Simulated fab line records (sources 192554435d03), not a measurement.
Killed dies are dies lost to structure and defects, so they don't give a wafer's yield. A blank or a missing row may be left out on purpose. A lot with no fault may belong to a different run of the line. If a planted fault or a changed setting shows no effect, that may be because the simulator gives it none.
Lot-split experiment | flow n5-finfet | 21 wafers read from 7 lots, route of 1938 steps

## ABOUT THE SPLIT
At N5_SDB_COAT_04 (time 60 s, resist thk 18 nm), the setting spin-rpm was moved away from the recipe's 1500 rpm on 5 of the 21 wafers read, by +6.0% to +8.8%. This setting was run at the recipe's value on the other wafers.

## FROM THE SPLIT TO THE READING: what the file shows between them, 4 steps
- N5_SDB_COAT_05: resist thk 90 nm
- N5_SDB_EBR_07
- N5_SDB_DESCUM_16: chemistry O2, time 7.9 s
- N5_SDB_ETCH_17: etches SiARC in CF4, target depth 23.4 nm, time 39 s

## THE READING
SiARC_of_SDB_COAT_04.thk-nm (the simulator's own value, which no gauge read), in nm, at N5_SDB_ETCH_18 (etches SOC in N2/H2, target depth 100 nm, overetch 20 nm, time 150 s). The file does not state a usual value for it. The 16 wafers here that ran the recipe average 12.8 nm, standard deviation 0.22 nm.

wafer  | tool, chamber at the split | spin-rpm as run, rpm | against the recipe | SiARC_of_SDB_COAT_04.thk-nm, nm | against lot-mates on the recipe
L083.3 | litho-track-05, 0          | 1500                 | recipe             | 12.8                            | -
L083.4 | litho-track-05, 0          | 1500                 | recipe             | 13                              | -
L083.6 | litho-track-05, 0          | 1500                 | recipe             | 13                              | -
L089.2 | litho-track-03, 0          | 1500                 | recipe             | 12.6                            | -
L089.5 | litho-track-03, 0          | 1500                 | recipe             | 12.6                            | -
L089.6 | litho-track-03, 0          | 1500                 | recipe             | 12.6                            | -
L090.1 | litho-track-02, 0          | 1500                 | recipe             | 12.8                            | -
L090.2 | litho-track-02, 0          | 1500                 | recipe             | 12.6                            | -
L090.6 | litho-track-02, 0          | 1500                 | recipe             | 12.6                            | -
L091.2 | litho-track-03, 0          | 1500                 | recipe             | 12.6                            | -
L091.4 | litho-track-03, 0          | 1632                 | +8.8%              | 12                              | -0.6
L091.5 | litho-track-03, 0          | 1632                 | +8.8%              | 12.2                            | -0.4
L092.1 | litho-track-02, 0          | 1500                 | recipe             | 13                              | -
L092.5 | litho-track-02, 0          | 1500                 | recipe             | 13                              | -
L092.3 | litho-track-02, 0          | 1598                 | +6.5%              | 12.2                            | -0.8
L094.2 | litho-track-03, 0          | 1500                 | recipe             | 12.6                            | -
L094.4 | litho-track-03, 0          | 1500                 | recipe             | 12.6                            | -
L094.6 | litho-track-03, 0          | 1500                 | recipe             | 12.4                            | -
L097.1 | litho-track-03, 0          | 1500                 | recipe             | 13.2                            | -
L097.2 | litho-track-03, 0          | 1590                 | +6.0%              | 12.4                            | -0.8
L097.4 | litho-track-03, 0          | 1590                 | +6.0%              | 12.4                            | -0.8

FIT RESULTS
A straight line over all 21 wafers: SiARC_of_SDB_COAT_04.thk-nm changes by -0.0716 nm for each +1% of spin-rpm; r = -0.76; the points scatter about the line by 0.21 nm.
The same after taking each lot's own level away (the mean of its wafers on the recipe; 21 wafers): -0.0857 nm for each +1%; r = -0.88; scatter 0.15 nm.
The reading moves by 0.75 nm for the largest change in spin-rpm, on that fit.
From 12.53 to 13.20 nm: that is the span of the lots' own levels, equal to 3.1 times the standard deviation above.
So the lot-to-lot level blurs the effect unless lot-mates are compared.
Check: -0.837 nm against its lot-mates is what the line predicts for one of the wafers moved furthest among these (+8.8%) when that wafer is left out of the fit. It came out at -0.6 nm against them.

## FURTHER SPLITS ON THESE WAFERS
These wafers also went through other splits before the reading. Each is held against what the fit with the lots' levels taken away leaves over:
other split on the same wafers  | wafers away from the commonest value | r with SiARC_of_SDB_COAT_04.thk-nm (lot level and that fit taken away)
N5_DUMMY_GATE_EXPOSE_12 dose-mj | 4                                    | -0.12
N5_SD_EPI_P_COAT_34 spin-rpm    | 5                                    | -0.27
N5_SD_EPI_P_EXPOSE_06 dose-mj   | 7                                    | +0.07

## THE WHOLE CHAIN: every reading that the file lists as answering this split, in the file's order
step           | what it does                                                         | reading                                                                      | change (the file's fit)                | r (the file's)
N5_SDB_COAT_04 | time 60 s, resist thk 18 nm                                          | SiARC_of_SDB_COAT_04.thk-nm (the simulator's own value, which no gauge read) | -0.0933 nm for each +1% of the setting | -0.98
N5_SDB_ETCH_17 | etches SiARC in CF4, target depth 23.4 nm, time 39 s                 | etch.depth-nm (the simulator's own value, which no gauge read)               | -0.087 nm for each +1% of the setting  | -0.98
N5_SDB_ETCH_18 | etches SOC in N2/H2, target depth 100 nm, overetch 20 nm, time 150 s | SiARC_of_SDB_COAT_04.thk-nm (the simulator's own value, which no gauge read) | -0.0924 nm for each +1% of the setting | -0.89

## FILE'S OWN FIT
SiARC_of_SDB_COAT_04.thk-nm changes by -0.0924 nm for each +1% of spin-rpm, r = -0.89.
